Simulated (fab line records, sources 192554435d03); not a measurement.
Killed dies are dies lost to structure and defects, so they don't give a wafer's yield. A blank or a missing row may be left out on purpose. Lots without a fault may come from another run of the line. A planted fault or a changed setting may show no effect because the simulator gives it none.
Chamber matching | flow n5_finfet | N5_BEOL_M1_PRE_CLEAN_60 on cvd_co-01: 3 sister chambers
The step time 15 s. 6 wafers are shown with their chamber, then 12 later ones without.

WAFERS WITH THEIR CHAMBER
wafer  | chamber | heater_power_w (W)
L087.4 | 2       | 87
L087.5 | 0       | 78
L087.6 | 1       | 149
L091.1 | 2       | 86
L091.4 | 1       | 150
L091.5 | 0       | 77

WAFERS WITHOUT THEIR CHAMBER
wafer  | heater_power_w (W)
L092.1 | 77
L092.2 | 149
L092.3 | 89
L094.1 | 150
L094.2 | 88
L094.3 | 77
L094.4 | 149
L094.5 | 87
L094.6 | 77
L095.2 | 86
L095.4 | 91
L095.6 | 77

WHICH CHAMBER EACH WENT THROUGH
wafer  | from the rows above | in truth
L092.1 | 0                   | 0
L092.2 | 1                   | 1
L092.3 | 2                   | 2
L094.1 | 1                   | 1
L094.2 | 2                   | 2
L094.3 | 0                   | 0
L094.4 | 1                   | 1
L094.5 | 2                   | 2
L094.6 | 0                   | 0
L095.2 | 2                   | 2
L095.4 | 2                   | 2
L095.6 | 0                   | 0
Placed correctly: 12 of 12. Can't be placed from these rows: 0. Placed wrongly: 0.
How it was worked out, from the rows above alone: a wafer's distance from a chamber is the root of the sum, over the readings, of the square of ((its reading less the chamber's mean) divided by the reading's scatter). The wafer belongs to the nearest chamber; if the next one is less than 2 further off, it can't be placed. A chamber's mean is the mean of its shown wafers. The scatter: the root of (the sum of the squares of (reading less its chamber's mean) over the shown wafers, divided by (wafers less chambers)).
